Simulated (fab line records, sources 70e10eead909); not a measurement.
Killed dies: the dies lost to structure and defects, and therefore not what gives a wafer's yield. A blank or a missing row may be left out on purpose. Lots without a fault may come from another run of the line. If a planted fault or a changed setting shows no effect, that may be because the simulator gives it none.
fab line records + flow nand-harc + part 1 of 2: steps 1 to 38 of 39
[record]
- lots = 7
- wafers = 21
- last-day = 33
route steps=1302 shown P_BONDPAD@360 A_ZERO_WELL@390 END@1302
lots with no fault: from the same line, run without faults
start-h: the number of hours between the record's first day and the start of the first shown wafer of the lot + wait-h: hours elapsed since this lot's preceding step + " identical to the entry in the row above + L1.1+2: a single row standing in for several wafers + - no value present, or no start provided + * or withheld: withheld + < > ~ a bound
route shown NAME@n: names a module that has steps shown in the file, with the first one's number in the route + usual: average and standard deviation across the fault-free wafers + same: alike in all rows + chamber/n: place in a boat + sites: readings site by site + _std_site: the values' standard deviation + _edge_site: mean of outer sites minus mean of inner sites + radius-mm: how far each site lies from the wafer's centre + mask NAME#n: copy n + behind: the most recent tool/chamber to have shaped the wafer + hold: cause of the lot's hold/its duration in hours/its outcome + device: the transistor (n, p or np) that didn't switch + end of line: at the end of the route, the tests of the same wafers + a step given without rows: its recipe and nothing more + killed: not the wafer's yield, but the dies lost to structure and defects at the first sort + map: a wafer's dies, marking killed ones x, the rest . and places with no die _
set.NAME: the setting that was run; set.NAME@STEP: the one run at that earlier step + model.NAME: the simulator's own value behind a step, which no gauge read
lots seen at some steps along the route; tables by step, rows by wafer
services: from which hour (start-h, from the record's first day; less than 0 if before it) a tool's chamber was out of use, for how many hours, and why
[[steps]]
[step NHARC_P_BONDPAD_EBR_05]
[step NHARC_P_BONDPAD_EXPOSE_06]
[recipe]
- na = 0.55
- dose-mj = 37.06
- mask-id = P_BPAD
[step NHARC_P_BONDPAD_PEB_07]
[recipe]
- peb-temp-c = 128
- peb-time-s = 80
[step NHARC_P_BONDPAD_DEVELOP_08]
[recipe]
- time-s = 50
- dev-temp-c = 22
[step NHARC_P_BONDPAD_CD_MEAS_09]
[recipe]
- target-cd-nm = 500
- landing-energy-ev = 500
[usual]
- cd-nm = 499.7/2.5
| lot.wafer | tool      | chamber | start-h | wait-h | cd-nm |
|-----------|-----------|---------|---------|--------|-------|
| L449.1    | cd-sem-02 | 0       | 169.58  | -      | 501.5 |
| L449.2    | "         | 0       | "       | "      | 495.9 |
| L449.3    | "         | 0       | "       | "      | 500.0 |
| L456.1    | cd-sem-03 | 0       | 247.29  | -      | 498.1 |
| L456.4    | "         | 0       | "       | "      | 496.5 |
| L456.6    | "         | 0       | "       | "      | 499.1 |
| L457.3    | cd-sem-03 | 0       | 256.87  | -      | 500.1 |
| L457.4    | "         | 0       | "       | "      | 498.2 |
| L457.5    | "         | 0       | "       | "      | 499.3 |
| L458.4    | cd-sem-02 | 0       | 266.32  | -      | 502.9 |
| L458.5    | "         | 0       | "       | "      | 505.1 |
| L458.6    | "         | 0       | "       | "      | 504.1 |
| L459.4    | cd-sem-01 | 0       | 286.07  | -      | 496.7 |
| L459.5    | "         | 0       | "       | "      | 500.9 |
| L459.6    | "         | 0       | "       | "      | 498.0 |
| L460.1    | cd-sem-02 | 0       | 287.37  | -      | 498.2 |
| L460.3    | "         | 0       | "       | "      | 499.5 |
| L460.6    | "         | 0       | "       | "      | 496.7 |
| L468.4    | cd-sem-01 | 0       | 361.63  | -      | 498.7 |
| L468.5    | "         | 0       | "       | "      | 499.4 |
| L468.6    | "         | 0       | "       | "      | 497.4 |
[step NHARC_P_BONDPAD_OVL_MEAS_38]
[usual]
- overlay-x-nm = -2/4.6
- overlay-y-nm = 0/7.3
| lot.wafer | tool       | chamber | start-h | wait-h | overlay-x-nm | overlay-y-nm |
|-----------|------------|---------|---------|--------|--------------|--------------|
| L449.1    | overlay-01 | -       | 169.67  | -      | -3           | 6            |
| L449.2    | "          | -       | "       | "      | -3           | 6            |
| L449.3    | "          | -       | "       | "      | -3           | 6            |
| L456.1    | overlay-02 | -       | 247.38  | -      | -3           | 7            |
| L456.4    | "          | -       | "       | "      | -3           | 6            |
| L456.6    | "          | -       | "       | "      | -4           | 6            |
| L457.3    | overlay-02 | -       | 256.96  | -      | 2            | 7            |
| L457.4    | "          | -       | "       | "      | 2            | 7            |
| L457.5    | "          | -       | "       | "      | 2            | 7            |
| L458.4    | overlay-02 | -       | 266.40  | -      | -12          | -8           |
| L458.5    | "          | -       | "       | "      | -12          | -8           |
| L458.6    | "          | -       | "       | "      | -12          | -8           |
| L459.4    | overlay-01 | -       | 286.15  | -      | 0            | -6           |
| L459.5    | "          | -       | "       | "      | -1           | -5           |
| L459.6    | "          | -       | "       | "      | 0            | -5           |
| L460.1    | overlay-01 | -       | 287.46  | -      | -1           | -7           |
| L460.3    | "          | -       | "       | "      | -1           | -7           |
| L460.6    | "          | -       | "       | "      | -1           | -6           |
| L468.4    | overlay-01 | -       | 361.71  | -      | -1           | 0            |
| L468.5    | "          | -       | "       | "      | -1           | -1           |
| L468.6    | "          | -       | "       | "      | -1           | -1           |
[step NHARC_P_BONDPAD_HARDBAKE_10]
[recipe]
- temp-c = 118
- time-s = 65
[step NHARC_P_BONDPAD_DESCUM_11]
[recipe]
- time-s = 3
- o2-flow-sccm = 200
- ar-flow-sccm = 0
- bias-power-w = 0
- chemistry = O2
[step NHARC_P_BONDPAD_ETCH_37]
[recipe]
- target-depth-a = 600
- overetch-a = 180
- time-s = 65.91
- ion-energy-ev = 200
- n2-flow-sccm = 150
- h2-flow-sccm = 150
- ar-flow-sccm = 0
- rf-w = 400
- bias-w = 150
- chemistry = N2/H2
[step NHARC_P_BONDPAD_ETCH_12]
[recipe]
- target-depth-a = 2000
- time-s = 100
- chf3-flow-sccm = 50
- o2-flow-sccm = 10
- ar-flow-sccm = 200
- rf-w = 500
- bias-w = 200
- chemistry = CHF3/O2
[step NHARC_P_BONDPAD_CD_MEAS_13]
[usual]
- cd-nm = 498.8/2.7
| lot.wafer | tool      | chamber | start-h | wait-h | cd-nm |
|-----------|-----------|---------|---------|--------|-------|
| L449.1    | cd-sem-01 | -       | 170.11  | -      | 499.6 |
| L449.2    | "         | -       | "       | "      | 495.9 |
| L449.3    | "         | -       | "       | "      | 498.0 |
| L456.1    | cd-sem-03 | -       | 247.87  | -      | 495.9 |
| L456.4    | "         | -       | "       | "      | 494.8 |
| L456.6    | "         | -       | "       | "      | 497.2 |
| L457.3    | cd-sem-03 | -       | 257.40  | -      | 499.8 |
| L457.4    | "         | -       | "       | "      | 496.1 |
| L457.5    | "         | -       | "       | "      | 497.3 |
| L458.4    | cd-sem-02 | -       | 266.89  | -      | 502.2 |
| L458.5    | "         | -       | "       | "      | 503.8 |
| L458.6    | "         | -       | "       | "      | 502.6 |
| L459.4    | cd-sem-01 | -       | 286.60  | -      | 496.0 |
| L459.5    | "         | -       | "       | "      | 500.2 |
| L459.6    | "         | -       | "       | "      | 497.7 |
| L460.1    | cd-sem-02 | -       | 287.90  | -      | 497.7 |
| L460.3    | "         | -       | "       | "      | 499.7 |
| L460.6    | "         | -       | "       | "      | 496.3 |
| L468.4    | cd-sem-01 | -       | 362.15  | -      | 498.1 |
| L468.5    | "         | -       | "       | "      | 499.0 |
| L468.6    | "         | -       | "       | "      | 496.5 |
[step NHARC_P_BONDPAD_STRIP_15]
[recipe]
- o2-flow-sccm = 500
- ar-flow-sccm = 0
- bias-w = 0
- chemistry = O2
[usual]
- drypump-motor-current-A = 5.6/0.53
- oes-product-au = 1.001/0.011
- rf-vpp-V = 57.9/0.88
- showerhead-plenum-p-Torr = 3.54/0.15
- throttle-valve-pct = 17.035/0.0095
[same]
- bias-w = 0
| lot.wafer | tool        | chamber | start-h | wait-h | drypump-motor-current-A | oes-product-au | rf-hours-counter-h | rf-vpp-V | showerhead-plenum-p-Torr | throttle-valve-pct |
|-----------|-------------|---------|---------|--------|-------------------------|----------------|--------------------|----------|--------------------------|--------------------|
| L449.3    | rie-diel-03 | 2       | 170.18  | 0.1    | 4.8                     | 0.994          | 3.8                | 58.5     | 3.72                     | 17.044             |
| L449.2    | "           | 3       | "       | "      | 4.8                     | 1.002          | 3.9                | 57.9     | 3.72                     | 17.040             |
| L449.1    | "           | 0       | "       | "      | 5.0                     | 1.004          | 2.8                | 59.0     | 3.76                     | 17.044             |
| L456.1    | rie-diel-13 | 3       | 247.96  | 0.1    | 6.1                     | 1.018          | 0.9                | 58.0     | 3.40                     | 17.041             |
| L456.4    | "           | 0       | "       | "      | 5.6                     | 1.013          | 1.6                | 57.8     | 3.72                     | 17.028             |
| L456.6    | "           | 3       | "       | "      | 6.1                     | 1.012          | -                  | 59.1     | 3.40                     | 17.018             |
| L457.4    | rie-diel-13 | 0       | 257.48  | 0.1    | 5.6                     | 1.006          | 1.9                | 57.6     | 3.71                     | 17.040             |
| L457.3    | "           | 1       | "       | "      | 5.1                     | 1.017          | 2.0                | 58.9     | 3.39                     | 17.038             |
| L457.5    | "           | 3       | "       | "      | 6.1                     | 1.007          | -                  | 57.8     | 3.40                     | 17.049             |
| L458.4    | rie-diel-03 | 3       | 266.99  | 0.1    | 4.8                     | 0.992          | 9.5                | 57.5     | 3.71                     | 17.037             |
| L458.5    | "           | 1       | "       | "      | 6.3                     | 0.987          | -                  | 57.1     | 3.52                     | 17.040             |
| L458.6    | "           | 2       | "       | "      | 4.9                     | 1.000          | -                  | 58.9     | 3.72                     | 17.031             |
| L459.4    | rie-diel-13 | 0       | 286.71  | 0.1    | 5.6                     | 1.011          | 2.8                | 59.0     | 3.71                     | 17.031             |
| L459.5    | "           | 1       | "       | "      | 5.1                     | 1.015          | -                  | 57.3     | 3.39                     | 17.032             |
| L459.6    | "           | 2       | "       | "      | 6.2                     | 1.004          | -                  | 57.0     | 3.41                     | 17.028             |
| L460.1    | rie-diel-13 | 1       | 287.97  | 0.1    | 5.0                     | 1.009          | 3.5                | 56.4     | 3.39                     | 17.025             |
| L460.3    | "           | 3       | "       | "      | 6.1                     | 1.002          | 2.6                | 58.2     | 3.40                     | 17.036             |
| L460.6    | "           | 1       | "       | "      | 5.1                     | 1.010          | -                  | 57.1     | 3.39                     | 17.032             |
| L468.4    | rie-diel-13 | 1       | 362.24  | 0.1    | 5.1                     | 1.001          | 0.2                | 57.2     | 3.39                     | 17.024             |
| L468.5    | "           | 0       | "       | "      | 5.6                     | 1.015          | -                  | 59.1     | 3.71                     | 17.044             |
| L468.6    | "           | 1       | "       | "      | 5.1                     | 1.001          | -                  | 57.4     | 3.39                     | 17.045             |
[step NHARC_P_BONDPAD_ETCH_24]
[recipe]
- target-depth-a = 300
- over-etch-frac = 0.3
- time-s = 72.99
- ion-energy-ev = 150
- cf4-flow-sccm = 50
- n2-flow-sccm = 100
- ar-flow-sccm = 150
- rf-w = 300
- bias-w = 100
- chemistry = CF4/N2
[usual]
- bias-w = 100.0/0.32
- drypump-motor-current-A = 5.6/0.53
- oes-product-au = 1.001/0.01
- rf-vpp-V = 314.3/2.2
- showerhead-plenum-p-Torr = 2.64/0.12
- throttle-valve-pct = 19.795/0.0087
[same]
- time-s = 72.99
| lot.wafer | tool        | chamber | start-h | wait-h | bias-w | drypump-motor-current-A | oes-product-au | rf-hours-counter-h | rf-vpp-V | showerhead-plenum-p-Torr | throttle-valve-pct |
|-----------|-------------|---------|---------|--------|--------|-------------------------|----------------|--------------------|----------|--------------------------|--------------------|
| L449.2    | rie-diel-03 | 3       | 170.33  | -      | 100.1  | 4.8                     | 1.002          | 3.9                | 315.6    | 2.77                     | 19.792             |
| L449.3    | "           | 1       | "       | "      | 99.9   | 6.3                     | 0.991          | 3.8                | 315.0    | 2.63                     | 19.812             |
| L449.1    | "           | 2       | "       | "      | 99.9   | 4.9                     | 1.012          | 3.8                | 316.8    | 2.77                     | 19.781             |
| L456.1    | rie-diel-13 | 1       | 248.11  | -      | 99.6   | 5.0                     | 1.002          | 1.7                | 311.2    | 2.52                     | 19.806             |
| L456.4    | "           | 2       | "       | "      | 100.1  | 6.2                     | 1.003          | 1.9                | 312.9    | 2.54                     | 19.791             |
| L456.6    | "           | 0       | "       | "      | 100.4  | 5.6                     | 1.021          | -                  | 315.7    | 2.77                     | 19.788             |
| L457.3    | rie-diel-13 | 1       | 257.62  | -      | 100.6  | 5.0                     | 1.007          | 2.0                | 312.2    | 2.52                     | 19.800             |
| L457.4    | "           | 2       | "       | "      | 100.0  | 6.1                     | 0.998          | 2.2                | 311.8    | 2.54                     | 19.779             |
| L457.5    | "           | 0       | "       | "      | 100.5  | 5.6                     | 1.001          | -                  | 317.5    | 2.77                     | 19.795             |
| L458.4    | rie-diel-03 | 0       | 267.12  | -      | 100.1  | 5.0                     | 0.987          | 9.0                | 316.7    | 2.80                     | 19.792             |
| L458.6    | "           | 2       | "       | "      | 100.5  | 4.9                     | 0.986          | -                  | 316.4    | 2.77                     | 19.785             |
| L458.5    | "           | 3       | "       | "      | 99.8   | 4.8                     | 0.980          | -                  | 316.3    | 2.76                     | 19.786             |
| L459.4    | rie-diel-13 | 1       | 286.82  | -      | 99.9   | 5.0                     | 1.016          | 3.5                | 312.8    | 2.52                     | 19.782             |
| L459.6    | "           | 1       | "       | "      | 99.8   | 5.0                     | 1.007          | -                  | 310.7    | 2.52                     | 19.784             |
| L459.5    | "           | 2       | "       | "      | 100.2  | 6.2                     | 0.997          | -                  | 312.9    | 2.53                     | 19.797             |
| L460.1    | rie-diel-13 | 2       | 288.12  | -      | 99.7   | 6.2                     | 0.990          | 3.7                | 313.3    | 2.53                     | 19.796             |
| L460.3    | "           | 0       | "       | "      | 100.2  | 5.6                     | 1.006          | 2.9                | 317.2    | 2.77                     | 19.781             |
| L460.6    | "           | 3       | "       | "      | 100.2  | 6.1                     | 0.998          | -                  | 313.0    | 2.53                     | 19.797             |
| L468.4    | rie-diel-13 | 0       | 362.39  | -      | 99.4   | 5.6                     | 1.001          | 0.2                | 317.2    | 2.77                     | 19.799             |
| L468.5    | "           | 1       | "       | "      | 100.6  | 5.0                     | 1.003          | -                  | 311.9    | 2.52                     | 19.805             |
| L468.6    | "           | 2       | "       | "      | 100.9  | 6.2                     | 0.998          | -                  | 312.3    | 2.53                     | 19.800             |
[step NHARC_P_BONDPAD_STRIP_16]
[recipe]
- time-s = 600
- temp-c = 30
- chemistry = post-etch-residue-remover
[step NHARC_P_BONDPAD_DEGAS_25]
[recipe]
- temp-c = 300
- time-s = 60
[usual]
- heater-power-w = 459/48
- susceptor-temp-C = 299.99/0.2
[same]
- time-s = 60
| lot.wafer | tool           | chamber | start-h | wait-h | heater-power-w | susceptor-temp-C |
|-----------|----------------|---------|---------|--------|----------------|------------------|
| L449.1    | pvd-sputter-01 | -       | 170.74  | -      | 437            | 299.68           |
| L449.3    | "              | -       | "       | "      | 473            | 300.10           |
| L449.2    | "              | -       | "       | "      | 518            | 300.24           |
| L456.1    | pvd-sputter-02 | -       | 248.49  | -      | 418            | 300.09           |
| L456.4    | "              | -       | "       | "      | 428            | 299.94           |
| L456.6    | "              | -       | "       | "      | 432            | 300.26           |
| L457.3    | pvd-sputter-03 | -       | 258.02  | -      | 523            | 299.97           |
| L457.4    | "              | -       | "       | "      | 508            | 300.10           |
| L457.5    | "              | -       | "       | "      | 530            | 300.03           |
| L458.4    | pvd-sputter-02 | -       | 267.51  | -      | 444            | 299.72           |
| L458.6    | "              | -       | "       | "      | 456            | 299.96           |
| L458.5    | "              | -       | "       | "      | 438            | 300.04           |
| L459.4    | pvd-sputter-03 | -       | 287.23  | -      | 517            | 300.04           |
| L459.6    | "              | -       | "       | "      | 531            | 299.94           |
| L459.5    | "              | -       | "       | "      | 416            | 299.92           |
| L460.1    | pvd-sputter-03 | -       | 288.52  | -      | 488            | 299.72           |
| L460.3    | "              | -       | "       | "      | 415            | 300.07           |
| L460.6    | "              | -       | "       | "      | 511            | 299.77           |
| L468.4    | pvd-sputter-01 | -       | 362.78  | -      | 493            | 299.94           |
| L468.5    | "              | -       | "       | "      | 443            | 300.07           |
| L468.6    | "              | -       | "       | "      | 491            | 300.00           |
[step NHARC_P_BONDPAD_PRE_CLEAN_26]
[recipe]
- time-s = 30
- temp-c = 280
- gas = H2/He
[step NHARC_P_BONDPAD_PVD_17]
[recipe]
- target-thk-a = 50
- bias-v = 168.6
- power-w = 15000
- chamber-pressure-pa = 0.12
- time-s = 8.06
- substrate-temp-c = 50
- material = TaN
[usual]
- bias-v = 168.6/1.7
- throttle-valve-pct = 30.1/1.3
[same]
- time-s = 8.06
| lot.wafer | tool           | chamber | start-h | wait-h | bias-v | throttle-valve-pct |
|-----------|----------------|---------|---------|--------|--------|--------------------|
| L449.3    | pvd-sputter-01 | -       | -       | -      | 169.0  | 30.2               |
| L449.2    | "              | -       | "       | "      | 167.6  | 31.0               |
| L449.1    | "              | -       | "       | "      | 165.2  | 30.9               |
| L456.4    | pvd-sputter-02 | -       | -       | -      | 169.0  | 30.4               |
| L456.1    | "              | -       | "       | "      | 168.3  | 27.0               |
| L456.6    | "              | -       | "       | "      | 167.5  | 29.6               |
| L457.3    | pvd-sputter-03 | -       | -       | -      | 171.1  | 31.2               |
| L457.4    | "              | -       | "       | "      | 166.3  | 30.8               |
| L457.5    | "              | -       | "       | "      | 167.5  | 30.9               |
| L458.4    | pvd-sputter-02 | -       | -       | -      | 168.7  | 31.3               |
| L458.5    | "              | -       | "       | "      | 166.7  | 26.9               |
| L458.6    | "              | -       | "       | "      | 168.8  | 31.1               |
| L459.4    | pvd-sputter-03 | -       | -       | -      | 169.3  | 27.5               |
| L459.6    | "              | -       | "       | "      | 168.7  | 31.1               |
| L459.5    | "              | -       | "       | "      | 167.7  | 30.6               |
| L460.3    | pvd-sputter-03 | -       | -       | -      | 168.6  | 30.8               |
| L460.1    | "              | -       | "       | "      | 168.4  | 27.4               |
| L460.6    | "              | -       | "       | "      | 168.1  | 31.0               |
| L468.4    | pvd-sputter-01 | -       | -       | -      | 167.7  | 30.3               |
| L468.6    | "              | -       | "       | "      | 169.8  | 30.5               |
| L468.5    | "              | -       | "       | "      | 168.4  | 31.0               |
[step NHARC_P_BONDPAD_PVD_27]
[recipe]
- target-thk-a = 300
- chamber-pressure-pa = 5
- power-w = 5000
- substrate-temp-c = 30
- time-s = 20.49
- material = Cu
[step NHARC_P_BONDPAD_ECD_18]
[recipe]
- target-thk-a = 4000
- bath-temp-c = 25
- material = Cu
[step NHARC_P_BONDPAD_ANNEAL_28]
[recipe]
- temp-c = 225
- time-s = 90
[usual]
- wafer_temp_C_max = 225.79/0.25
[same]
- time-s = 90
| lot.wafer | tool          | chamber | start-h | wait-h | wafer_temp_C_max |
|-----------|---------------|---------|---------|--------|------------------|
| L449.1    | rtp-anneal-01 | 0       | 171.49  | 0.4    | 225.97           |
| L449.2    | "             | 0       | "       | "      | 225.73           |
| L449.3    | "             | 0       | "       | "      | 226.25           |
| L456.1    | rtp-anneal-01 | 0       | 249.22  | -      | 225.51           |
| L456.4    | "             | 0       | "       | "      | 225.42           |
| L456.6    | "             | 0       | "       | "      | 225.39           |
| L457.3    | rtp-anneal-01 | 0       | 258.86  | 0.3    | 225.86           |
| L457.4    | "             | 0       | "       | "      | 225.69           |
| L457.5    | "             | 0       | "       | "      | 226.01           |
| L458.4    | rtp-anneal-01 | 0       | 268.40  | 0.4    | 225.44           |
| L458.5    | "             | 0       | "       | "      | 225.63           |
| L458.6    | "             | 0       | "       | "      | 225.40           |
| L459.4    | rtp-anneal-02 | 0       | 288.11  | 0.3    | 225.94           |
| L459.5    | "             | 0       | "       | "      | 226.24           |
| L459.6    | "             | 0       | "       | "      | 226.16           |
| L460.1    | rtp-anneal-01 | 0       | 289.26  | 0.3    | 225.54           |
| L460.3    | "             | 0       | "       | "      | 225.76           |
| L460.6    | "             | 0       | "       | "      | 225.91           |
| L468.4    | rtp-anneal-01 | 0       | 363.83  | 0.5    | 225.32           |
| L468.5    | "             | 0       | "       | "      | 225.48           |
| L468.6    | "             | 0       | "       | "      | 225.70           |
[step NHARC_P_BONDPAD_CMP_19]
[recipe]
- t-overpolish-s = 30
- cu-recess-touch-s = 16
- target-thk-nm = 160.81
[step NHARC_P_BONDPAD_THK_MEAS_20]
[recipe]
- thk-meas-gauge = xrf
[usual]
- thk-nm = 160.6/1.6
| lot.wafer | tool          | chamber | start-h | wait-h | thk-nm |
|-----------|---------------|---------|---------|--------|--------|
| L449.1    | film-metro-02 | -       | 172.15  | -      | 161.1  |
| L449.2    | "             | -       | "       | "      | 159.0  |
| L449.3    | "             | -       | "       | "      | 159.2  |
| L456.1    | film-metro-01 | -       | 249.89  | -      | 159.0  |
| L456.4    | "             | -       | "       | "      | 159.9  |
| L456.6    | "             | -       | "       | "      | 160.8  |
| L457.3    | film-metro-02 | -       | 259.42  | -      | 160.0  |
| L457.4    | "             | -       | "       | "      | 159.7  |
| L457.5    | "             | -       | "       | "      | 159.7  |
| L458.4    | film-metro-02 | -       | 268.91  | -      | 157.7  |
| L458.5    | "             | -       | "       | "      | 158.6  |
| L458.6    | "             | -       | "       | "      | 159.8  |
| L459.4    | film-metro-02 | -       | 288.62  | -      | 158.8  |
| L459.5    | "             | -       | "       | "      | 161.3  |
| L459.6    | "             | -       | "       | "      | 161.5  |
| L460.1    | film-metro-01 | -       | 289.93  | -      | 160.5  |
| L460.3    | "             | -       | "       | "      | 157.8  |
| L460.6    | "             | -       | "       | "      | 161.0  |
| L468.4    | film-metro-02 | -       | 364.50  | -      | 161.3  |
| L468.5    | "             | -       | "       | "      | 159.0  |
| L468.6    | "             | -       | "       | "      | 158.0  |
[step NHARC_P_BONDPAD_SRD_21]
[recipe]
- time-s = 30
- temp-c = 23
- dry-time-s = 20
- spin-rpm = 1500
[step NHARC_P_BONDPAD_ACTIVATE_29]
[recipe]
- time-s = 60
- n2-flow-sccm = 200
- ar-flow-sccm = 0
- bias-power-w = 0
- chemistry = N2
[usual]
- drypump-motor-current-A = 5.6/0.52
- oes-product-au = 1.003/0.0078
- rf-vpp-V = 64.1/0.86
- showerhead-plenum-p-Torr = 1.77/0.083
[same]
- time-s = 60
| lot.wafer | tool        | chamber | start-h | wait-h | drypump-motor-current-A | oes-product-au | rf-hours-counter-h | rf-vpp-V | showerhead-plenum-p-Torr |
|-----------|-------------|---------|---------|--------|-------------------------|----------------|--------------------|----------|--------------------------|
| L449.3    | rie-diel-08 | 2       | 172.45  | 0.1    | 5.9                     | 1.006          | 6.9                | 63.2     | 1.72                     |
| L449.1    | "           | 0       | "       | "      | 5.9                     | 1.016          | 8.5                | 63.9     | 1.87                     |
| L449.2    | "           | 1       | "       | "      | 5.5                     | 1.006          | 8.1                | 65.4     | 1.67                     |
| L456.1    | rie-diel-08 | 1       | 250.18  | 0.1    | 5.5                     | 1.003          | 2.6                | 64.0     | 1.67                     |
| L456.4    | "           | 1       | "       | "      | 5.5                     | 0.993          | -                  | 62.9     | 1.67                     |
| L456.6    | "           | 3       | "       | "      | 6.1                     | 1.017          | -                  | 64.2     | 1.81                     |
| L457.4    | rie-diel-13 | 3       | 259.71  | 0.1    | 6.1                     | 0.998          | 1.2                | 64.6     | 1.70                     |
| L457.3    | "           | 0       | "       | "      | 5.6                     | 0.999          | 2.0                | 63.3     | 1.87                     |
| L457.5    | "           | 2       | "       | "      | 6.1                     | 1.000          | -                  | 65.8     | 1.70                     |
| L458.6    | rie-diel-08 | 1       | 269.23  | 0.1    | 5.5                     | 1.012          | -                  | 61.7     | 1.67                     |
| L458.4    | "           | 2       | "       | "      | 5.8                     | 1.009          | -                  | 63.7     | 1.72                     |
| L458.5    | "           | 3       | "       | "      | 6.1                     | 1.016          | -                  | 64.4     | 1.81                     |
| L459.4    | rie-diel-13 | 3       | 288.89  | 0.1    | 6.1                     | 1.006          | 2.6                | 63.2     | 1.69                     |
| L459.6    | "           | 3       | "       | "      | 6.1                     | 1.003          | -                  | 63.4     | 1.69                     |
| L459.5    | "           | 0       | "       | "      | 5.6                     | 0.995          | -                  | 64.6     | 1.87                     |
| L460.3    | rie-diel-13 | 0       | 290.19  | 0.1    | 5.6                     | 1.002          | 2.9                | 63.7     | 1.87                     |
| L460.1    | "           | 2       | "       | "      | 6.2                     | 0.986          | 3.7                | 64.0     | 1.70                     |
| L460.6    | "           | 0       | "       | "      | 5.6                     | 1.009          | -                  | 64.8     | 1.87                     |
| L468.4    | rie-diel-13 | 3       | 364.80  | 0.1    | 6.1                     | 1.003          | 0.3                | 64.6     | 1.69                     |
| L468.6    | "           | 2       | "       | "      | 6.2                     | 0.998          | -                  | 63.0     | 1.70                     |
| L468.5    | "           | 3       | "       | "      | 6.1                     | 1.004          | -                  | 64.8     | 1.69                     |
[step NHARC_P_BONDPAD_PRECLEAN_30]
[recipe]
- time-s = 300
- temp-c = 23
- chemistry = DIW
[step NHARC_P_BONDPAD_SRD_31]
[recipe]
- time-s = 30
- temp-c = 23
- dry-time-s = 20
- spin-rpm = 1500
[step NHARC_A_ZERO_WELL_PRECLEAN_00]
[recipe]
- time-s = 600
- temp-c = 120
- chemistry = SPM
[step NHARC_A_ZERO_WELL_SRD_01]
[step NHARC_A_ZERO_WELL_DEHYDRATE_02]
[recipe]
- temp-c = 150
- time-s = 120
[step NHARC_A_ZERO_WELL_HMDS_03]
[recipe]
- time-s = 30
[step NHARC_A_ZERO_WELL_COAT_18]
[recipe]
- temp-c = 200
- time-s = 65
[step NHARC_A_ZERO_WELL_COAT_04]
[recipe]
- spin-rpm = 2000
- resist-thk-nm = 600
[step NHARC_A_ZERO_WELL_SOFTBAKE_05]
[recipe]
- temp-c = 125
- time-s = 70
[step NHARC_A_ZERO_WELL_EBR_06]
[step NHARC_A_ZERO_WELL_EXPOSE_07]
[recipe]
- na = 0.55
- dose-mj = 33.85
- mask-id = A_ZERO
[step NHARC_A_ZERO_WELL_PEB_08]
[recipe]
- peb-temp-c = 128
- peb-time-s = 80
[step NHARC_A_ZERO_WELL_DEVELOP_09]
[recipe]
- time-s = 50
- dev-temp-c = 22
[step NHARC_A_ZERO_WELL_CD_MEAS_10]
[recipe]
- target-cd-nm = 2000
- landing-energy-ev = 500
[usual]
- cd-nm = 1999.2/2
| lot.wafer | tool      | chamber | start-h | wait-h | cd-nm  |
|-----------|-----------|---------|---------|--------|--------|
| L449.1    | cd-sem-03 | 0       | 173.71  | -      | 1998.7 |
| L449.2    | "         | 0       | "       | "      | 1998.2 |
| L449.3    | "         | 0       | "       | "      | 1999.0 |
| L456.1    | cd-sem-02 | 0       | 251.47  | -      | 1997.9 |
| L456.4    | "         | 0       | "       | "      | 1999.1 |
| L456.6    | "         | 0       | "       | "      | 2000.3 |
| L457.3    | cd-sem-02 | 0       | 261.14  | -      | 1996.8 |
| L457.4    | "         | 0       | "       | "      | 1996.5 |
| L457.5    | "         | 0       | "       | "      | 1998.5 |
| L458.4    | cd-sem-01 | 0       | 270.45  | -      | 2001.2 |
| L458.5    | "         | 0       | "       | "      | 1999.9 |
| L458.6    | "         | 0       | "       | "      | 1999.2 |
| L459.4    | cd-sem-01 | 0       | 290.13  | -      | 1999.4 |
| L459.5    | "         | 0       | "       | "      | 1999.3 |
| L459.6    | "         | 0       | "       | "      | 1998.1 |
| L460.1    | cd-sem-01 | 0       | 291.31  | -      | 1998.8 |
| L460.3    | "         | 0       | "       | "      | 1997.4 |
| L460.6    | "         | 0       | "       | "      | 2001.0 |
| L468.4    | cd-sem-03 | 0       | 365.93  | -      | 1998.3 |
| L468.5    | "         | 0       | "       | "      | 1997.9 |
| L468.6    | "         | 0       | "       | "      | 1997.2 |
